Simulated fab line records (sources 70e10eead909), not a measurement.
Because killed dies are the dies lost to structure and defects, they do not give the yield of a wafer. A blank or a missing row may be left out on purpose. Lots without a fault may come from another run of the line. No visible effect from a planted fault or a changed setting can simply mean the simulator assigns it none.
fab line records + flow nand-harc + part 2 of 2: steps 5 to 6 of 6
record:
- lots: 24
- wafers: 72
- last-day: 25
route steps=1159 shown A_CONTACT@857 A_BLC@990 A_M0@1025 A_M1@1039
lots that met no fault: taken from a fault-free run of the same line
start-h: the number of hours between the record's first day and the start of the first shown wafer of the lot + wait-h: hours elapsed since this lot's preceding step + " identical to the entry in the row above + L1.1+2: a row that stands for several wafers + - no value present, or no start provided + * or withheld: withheld + < > ~ a bound
route shown NAME@n: NAME is a module with steps in the file, n the number in the route of the first one + usual: the fault-free wafers' mean and standard deviation + same: alike in all rows + chamber/n: place in a boat + sites: each site's reading + _std_site: standard deviation across them + _edge_site: inner sites' mean taken away from outer sites' mean + radius-mm: for every site, how far away it sits from the centre of the wafer + mask NAME#n: copy n + behind: tool/chamber where the wafer was last shaped + hold: why the lot went on hold/how many hours it stayed there/how the hold came to an end + device: the transistor (n, p or np) that didn't switch + end of line: the same wafers' tests at the end of the route + for a step that has no rows: nothing shown but its recipe + killed: at the first sort, the dies lost to defects and structure; wafer yield is something else + map: shows each die of a wafer: x if killed, . if not, _ if none is there
set.NAME: the setting as run; set.NAME@STEP: as run at that earlier step + model.NAME: the simulator's own value behind a step, which no gauge read
the route's steps for a sample of lots (tables are steps, rows are wafers)
services: the hour from which a tool's chamber was out of use, counted from the record's first day as start-h (under 0 if before that day), plus the number of hours and why
== steps ==
step: NHARC_A_M0_DEP_32
recipe:
- target-thk-a: 300
- temp-c: 370
- target-thk-nm: 30
- pressure-torr: 3
- flow-sccm: 200
- rf-w: 450
- material: SiCN
usual:
- heater-power-w: 632/100
| lot.wafer | tool     | chamber | start-h | wait-h | heater-power-w |
|-----------|----------|---------|---------|--------|----------------|
| L074.6    | pecvd-02 | 1       | 409.49  | 0.2    | 551            |
| L074.5    | "        | 2       | "       | "      | 639            |
| L074.4    | "        | 0       | "       | "      | 571            |
| L078.2    | pecvd-01 | 1       | 411.02  | 0.1    | 914            |
| L078.6    | "        | 1       | "       | "      | 897            |
| L078.5    | "        | 0       | "       | "      | 499            |
| L075.3    | pecvd-02 | 1       | 411.61  | 0.1    | 576            |
| L075.5    | "        | 0       | "       | "      | 506            |
| L075.6    | "        | 1       | "       | "      | 565            |
| L076.1    | pecvd-04 | 1       | 414.66  | 0.1    | 689            |
| L076.4    | "        | 2       | "       | "      | 543            |
| L076.6    | "        | 1       | "       | "      | 695            |
| L077.1    | pecvd-04 | 0       | 430.89  | 0.1    | 673            |
| L077.3    | "        | 2       | "       | "      | 505            |
| L077.5    | "        | 0       | "       | "      | 689            |
| L079.1    | pecvd-02 | 1       | 431.96  | 0.1    | 543            |
| L079.2    | "        | 2       | "       | "      | 695            |
| L079.6    | "        | 1       | "       | "      | 554            |
| L081.3    | pecvd-02 | 2       | 436.30  | 0.1    | 733            |
| L081.6    | "        | 2       | "       | "      | 734            |
| L081.4    | "        | 1       | "       | "      | 592            |
| L080.3    | pecvd-02 | 0       | 444.40  | 0.1    | 570            |
| L080.2    | "        | 1       | "       | "      | 490            |
| L080.1    | "        | 2       | "       | "      | 741            |
| L082.1    | pecvd-04 | 2       | 463.61  | 0.1    | 541            |
| L082.4    | "        | 2       | "       | "      | 547            |
| L082.5    | "        | 0       | "       | "      | 650            |
| L084.1    | pecvd-04 | 0       | 466.17  | 0.1    | 683            |
| L084.5    | "        | 0       | "       | "      | 665            |
| L084.4    | "        | 2       | "       | "      | 596            |
| L083.2    | pecvd-04 | 2       | 466.67  | 0.1    | 535            |
| L083.4    | "        | 0       | "       | "      | 700            |
| L083.5    | "        | 2       | "       | "      | 538            |
| L088.6    | pecvd-04 | 0       | 493.18  | 0.2    | 601            |
| L088.5    | "        | 1       | "       | "      | 670            |
| L088.4    | "        | 2       | "       | "      | 558            |
| L086.1    | pecvd-01 | 2       | 501.98  | 0.1    | 632            |
| L086.3    | "        | 0       | "       | "      | 522            |
| L086.2    | "        | 1       | "       | "      | 867            |
| L087.6    | pecvd-02 | 0       | 502.55  | 0.2    | 569            |
| L087.4    | "        | 1       | "       | "      | 580            |
| L087.5    | "        | 2       | "       | "      | 642            |
| L085.4    | pecvd-01 | 1       | 507.57  | 0.2    | 886            |
| L085.6    | "        | 2       | "       | "      | 522            |
| L085.5    | "        | 0       | "       | "      | 491            |
| L090.2    | pecvd-01 | 1       | 508.12  | 0.1    | 922            |
| L090.4    | "        | 0       | "       | "      | 520            |
| L090.5    | "        | 1       | "       | "      | 908            |
| L093.1    | pecvd-01 | 2       | 510.26  | 0.1    | 588            |
| L093.2    | "        | 1       | "       | "      | 847            |
| L093.3    | "        | 2       | "       | "      | 594            |
| L091.2    | pecvd-01 | 1       | 515.55  | 0.1    | 774            |
| L091.4    | "        | 1       | "       | "      | 785            |
| L091.6    | "        | 1       | "       | "      | 789            |
| L095.2    | pecvd-04 | 1       | 517.75  | 0.1    | 709            |
| L095.6    | "        | 0       | "       | "      | 629            |
| L095.4    | "        | 2       | "       | "      | 592            |
| L092.2    | pecvd-01 | 2       | 527.70  | 0.1    | 653            |
| L092.3    | "        | 0       | "       | "      | 546            |
| L092.6    | "        | 1       | "       | "      | 897            |
| L089.3    | pecvd-04 | 2       | 527.93  | 0.1    | 542            |
| L089.1    | "        | 0       | "       | "      | 559            |
| L089.6    | "        | 0       | "       | "      | 586            |
| L094.1    | pecvd-04 | 0       | 530.90  | 0.1    | 664            |
| L094.4    | "        | 1       | "       | "      | 689            |
| L094.6    | "        | 0       | "       | "      | 672            |
| L097.1    | pecvd-04 | 0       | 536.19  | 0.1    | 694            |
| L097.2    | "        | 1       | "       | "      | 677            |
| L097.6    | "        | 1       | "       | "      | 671            |
| L096.2    | pecvd-02 | 0       | 536.49  | 0.1    | 545            |
| L096.3    | "        | 1       | "       | "      | 537            |
| L096.5    | "        | 2       | "       | "      | 632            |
step: NHARC_A_M1_DESCUM_14
recipe:
- time-s: 3
- o2-flow-sccm: 200
- ar-flow-sccm: 0
- bias-power-w: 0
- chemistry: O2
usual:
- drypump-motor-current-A: 5.8/0.43
- oes-product-au: 0.999/0.0065
- rf-vpp-V: 58.0/0.9
- showerhead-plenum-p-Torr: 1.92/0.081
- throttle-valve-pct: 11.312/0.01
same:
- bias-power-w: 0
| lot.wafer | tool        | chamber | start-h | wait-h | drypump-motor-current-A | oes-product-au | rf-hours-counter-h | rf-vpp-V | showerhead-plenum-p-Torr | throttle-valve-pct |
|-----------|-------------|---------|---------|--------|-------------------------|----------------|--------------------|----------|--------------------------|--------------------|
| L074.4    | rie-diel-12 | 1       | 410.68  | 0.1    | 5.5                     | 0.985          | 2                  | 58.4     | 1.82                     | 11.297             |
| L074.6    | "           | 2       | "       | "      | 6.5                     | 0.998          | -                  | 56.4     | 1.91                     | 11.302             |
| L074.5    | "           | 3       | "       | "      | 6.2                     | 0.993          | -                  | 57.5     | 1.79                     | 11.326             |
| L078.2    | rie-diel-12 | 1       | 412.31  | 0.1    | 5.5                     | 1.001          | 2                  | 56.5     | 1.82                     | 11.317             |
| L078.6    | "           | 3       | "       | "      | 6.2                     | 1.009          | -                  | 57.9     | 1.79                     | 11.315             |
| L078.5    | "           | 0       | "       | "      | 6.1                     | 0.990          | -                  | 57.7     | 1.89                     | 11.292             |
| L075.3    | rie-diel-01 | 0       | 412.93  | 0.1    | 5.5                     | 1.001          | 7                  | 58.1     | 2.04                     | 11.305             |
| L075.6    | "           | 2       | "       | "      | 5.3                     | 1.000          | -                  | 58.9     | 2.06                     | 11.325             |
| L075.5    | "           | 3       | "       | "      | 5.4                     | 1.004          | -                  | 56.8     | 1.94                     | 11.311             |
| L076.4    | rie-diel-07 | 1       | 416.02  | 0.1    | 6.2                     | 1.002          | 0                  | 59.7     | 1.86                     | 11.324             |
| L076.1    | "           | 3       | "       | "      | 5.8                     | 1.007          | 0                  | 58.7     | 1.93                     | 11.310             |
| L076.6    | "           | 0       | "       | "      | 6.2                     | 0.999          | -                  | 57.8     | 1.93                     | 11.303             |
| L077.1    | rie-diel-01 | 3       | 432.32  | 0.1    | 5.4                     | 0.999          | 8                  | 58.0     | 1.94                     | 11.307             |
| L077.3    | "           | 0       | "       | "      | 5.5                     | 0.996          | 8                  | 57.6     | 2.04                     | 11.313             |
| L077.5    | "           | 3       | "       | "      | 5.4                     | 1.007          | -                  | 58.2     | 1.94                     | 11.298             |
| L079.2    | rie-diel-07 | 3       | 433.41  | 0.1    | 5.7                     | 1.008          | 1                  | 58.8     | 1.93                     | 11.315             |
| L079.1    | "           | 1       | "       | "      | 6.3                     | 1.008          | 1                  | 56.2     | 1.86                     | 11.310             |
| L079.6    | "           | 3       | "       | "      | 5.7                     | 1.012          | -                  | 57.9     | 1.93                     | 11.313             |
| L081.3    | rie-diel-01 | 0       | 437.85  | 0.1    | 5.6                     | 0.998          | 8                  | 58.6     | 2.04                     | 11.306             |
| L081.4    | "           | 1       | "       | "      | 5.4                     | 1.006          | 8                  | 57.4     | 1.93                     | 11.306             |
| L081.6    | "           | 0       | "       | "      | 5.5                     | 0.996          | -                  | 58.2     | 2.04                     | 11.305             |
| L080.3    | rie-diel-01 | 1       | 445.69  | 0.1    | 5.3                     | 1.007          | 8                  | 57.2     | 1.93                     | 11.313             |
| L080.2    | "           | 3       | "       | "      | 5.4                     | 0.991          | 9                  | 58.3     | 1.94                     | 11.309             |
| L080.1    | "           | 0       | "       | "      | 5.5                     | 0.995          | 8                  | 58.3     | 2.04                     | 11.324             |
| L082.1    | rie-diel-12 | 2       | 464.93  | 0.1    | 6.5                     | 1.008          | 6                  | 57.7     | 1.91                     | 11.319             |
| L082.4    | "           | 3       | "       | "      | 6.2                     | 0.995          | 6                  | 56.7     | 1.78                     | 11.301             |
| L082.5    | "           | 1       | "       | "      | 5.5                     | 1.013          | -                  | 57.5     | 1.82                     | 11.323             |
| L084.4    | rie-diel-12 | 1       | 467.62  | 0.1    | 5.5                     | 0.992          | 7                  | 58.4     | 1.82                     | 11.303             |
| L084.1    | "           | 2       | "       | "      | 6.5                     | 0.992          | 7                  | 58.0     | 1.91                     | 11.331             |
| L084.5    | "           | 2       | "       | "      | 6.5                     | 1.005          | -                  | 57.5     | 1.91                     | 11.321             |
| L083.2    | rie-diel-01 | 2       | 468.03  | 0.1    | 5.3                     | 1.006          | 10                 | 58.9     | 2.06                     | 11.315             |
| L083.4    | "           | 3       | "       | "      | 5.4                     | 1.003          | 11                 | 59.1     | 1.93                     | 11.323             |
| L083.5    | "           | 1       | "       | "      | 5.4                     | 1.008          | -                  | 59.1     | 1.93                     | 11.314             |
| L088.4    | rie-diel-12 | 1       | 494.53  | 0.1    | 5.5                     | 1.003          | 8                  | 57.5     | 1.82                     | 11.297             |
| L088.6    | "           | 3       | "       | "      | 6.1                     | 1.006          | -                  | 57.2     | 1.78                     | 11.304             |
| L088.5    | "           | 0       | "       | "      | 6.0                     | 1.000          | -                  | 56.8     | 1.89                     | 11.307             |
| L086.3    | rie-diel-12 | 3       | 503.29  | 0.1    | 6.1                     | 1.002          | 9                  | 57.3     | 1.78                     | 11.324             |
| L086.1    | "           | 0       | "       | "      | 6.1                     | 0.999          | 9                  | 57.7     | 1.89                     | 11.315             |
| L086.2    | "           | 2       | "       | "      | 6.5                     | 1.003          | 9                  | 56.9     | 1.91                     | 11.305             |
| L087.4    | rie-diel-12 | 3       | 503.76  | 0.1    | 6.2                     | 0.997          | 9                  | 58.5     | 1.78                     | 11.310             |
| L087.6    | "           | 1       | "       | "      | 5.5                     | 0.992          | -                  | 58.0     | 1.82                     | 11.306             |
| L087.5    | "           | 2       | "       | "      | 6.5                     | 0.991          | -                  | 57.7     | 1.91                     | 11.308             |
| L085.4    | rie-diel-01 | 0       | 508.90  | 0.1    | 5.5                     | 1.001          | 0                  | 58.2     | 2.04                     | 11.300             |
| L085.5    | "           | 1       | "       | "      | 5.4                     | 0.999          | -                  | 60.2     | 1.92                     | 11.302             |
| L085.6    | "           | 2       | "       | "      | 5.3                     | 0.998          | -                  | 58.9     | 2.06                     | 11.314             |
| L090.2    | rie-diel-12 | 0       | 509.51  | 0.1    | 6.0                     | 0.988          | 9                  | 57.2     | 1.89                     | 11.316             |
| L090.5    | "           | 2       | "       | "      | 6.5                     | 1.005          | -                  | 59.2     | 1.91                     | 11.289             |
| L090.4    | "           | 0       | "       | "      | 6.1                     | 0.997          | -                  | 58.7     | 1.89                     | 11.307             |
| L093.2    | rie-diel-07 | 3       | 511.67  | 0.1    | 5.7                     | 1.012          | 2                  | 58.5     | 1.93                     | 11.308             |
| L093.3    | "           | 0       | "       | "      | 6.2                     | 1.001          | 2                  | 57.2     | 1.93                     | 11.288             |
| L093.1    | "           | 1       | "       | "      | 6.3                     | 0.998          | 2                  | 58.3     | 1.85                     | 11.317             |
| L091.2    | rie-diel-12 | 2       | 517.07  | 0.1    | 6.5                     | 0.994          | 10                 | 57.8     | 1.91                     | 11.332             |
| L091.4    | "           | 1       | "       | "      | 5.6                     | 1.002          | -                  | 58.0     | 1.82                     | 11.319             |
| L091.6    | "           | 2       | "       | "      | 6.5                     | 0.992          | -                  | 58.4     | 1.91                     | 11.324             |
| L095.2    | rie-diel-12 | 1       | 519.02  | 0.1    | 5.5                     | 1.000          | 10                 | 57.7     | 1.82                     | 11.319             |
| L095.4    | "           | 0       | "       | "      | 6.1                     | 0.991          | -                  | 56.5     | 1.89                     | 11.326             |
| L095.6    | "           | 1       | "       | "      | 5.5                     | 1.003          | -                  | 58.3     | 1.82                     | 11.304             |
| L092.2    | rie-diel-12 | 0       | 529.17  | 0.1    | 6.1                     | 0.993          | 10                 | 58.8     | 1.89                     | 11.324             |
| L092.3    | "           | 3       | "       | "      | 6.1                     | 1.010          | 9                  | 56.9     | 1.78                     | 11.317             |
| L092.6    | "           | 1       | "       | "      | 5.5                     | 1.008          | -                  | 57.2     | 1.82                     | 11.331             |
| L089.1    | rie-diel-01 | 1       | 529.39  | 0.1    | 5.4                     | 1.000          | 2                  | 56.3     | 1.92                     | 11.313             |
| L089.3    | "           | 3       | "       | "      | 5.4                     | 1.006          | 2                  | 55.8     | 1.93                     | 11.310             |
| L089.6    | "           | 1       | "       | "      | 5.4                     | 1.006          | -                  | 56.6     | 1.92                     | 11.311             |
| L094.1    | rie-diel-01 | 3       | 532.26  | 0.1    | 5.5                     | 1.003          | 2                  | 57.8     | 1.93                     | 11.293             |
| L094.4    | "           | 1       | "       | "      | 5.3                     | 1.002          | 2                  | 58.9     | 1.92                     | 11.307             |
| L094.6    | "           | 2       | "       | "      | 5.3                     | 0.991          | -                  | 58.5     | 2.06                     | 11.304             |
| L097.1    | rie-diel-01 | 0       | 537.50  | 0.1    | 5.5                     | 0.993          | 2                  | 57.7     | 2.04                     | 11.301             |
| L097.2    | "           | 3       | "       | "      | 5.5                     | 0.995          | 2                  | 56.8     | 1.93                     | 11.327             |
| L097.6    | "           | 0       | "       | "      | 5.5                     | 0.997          | -                  | 57.5     | 2.04                     | 11.320             |
| L096.3    | rie-diel-07 | 0       | 537.78  | 0.1    | 6.2                     | 1.002          | 3                  | 59.3     | 1.93                     | 11.289             |
| L096.2    | "           | 2       | "       | "      | 5.1                     | 1.004          | 2                  | 58.0     | 2.00                     | 11.299             |
| L096.5    | "           | 0       | "       | "      | 6.2                     | 1.006          | -                  | 58.5     | 1.93                     | 11.323             |
== services ==
| tool            | chamber | start-h | hours | kind   |
|-----------------|---------|---------|-------|--------|
| cmp-03          | -       | 352.18  | 4.0   | pm     |
| cmp-03          | -       | 371.58  | 1.1   | repair |
| cmp-01          | -       | 375.50  | 4.0   | pm     |
| pecvd-04        | -       | 377.01  | 13.0  | pm     |
| rie-diel-12     | -       | 379.80  | 9.0   | pm     |
| pecvd-02        | 0       | 382.01  | 24.5  | repair |
| cmp-03          | -       | 389.16  | 2.2   | repair |
| rie-diel-11     | 2       | 399.95  | 2.8   | repair |
| rie-diel-03     | 1       | 413.39  | 7.9   | repair |
| pecvd-01        | -       | 418.14  | 13.0  | pm     |
| har-cap-etch-01 | -       | 427.59  | 2.5   | repair |
| cmp-01          | -       | 440.52  | 10.1  | repair |
| pecvd-01        | 1       | 440.65  | 8.3   | repair |
| rie-diel-11     | 1       | 442.47  | 8.3   | repair |
| cmp-03          | -       | 445.12  | 1.9   | repair |
| cmp-03          | -       | 450.18  | 4.0   | pm     |
| cmp-03          | -       | 465.34  | 1.6   | repair |
| rie-diel-04     | -       | 466.06  | 9.0   | pm     |
| cmp-01          | -       | 473.50  | 4.0   | pm     |
| rie-diel-01     | 1       | 484.35  | 9.2   | repair |
| rie-diel-01     | -       | 491.80  | 9.0   | pm     |
| cmp-03          | -       | 494.38  | 5.8   | repair |
| rie-diel-12     | 3       | 505.16  | 14.6  | repair |
| har-cap-etch-01 | -       | 536.42  | 2.4   | repair |
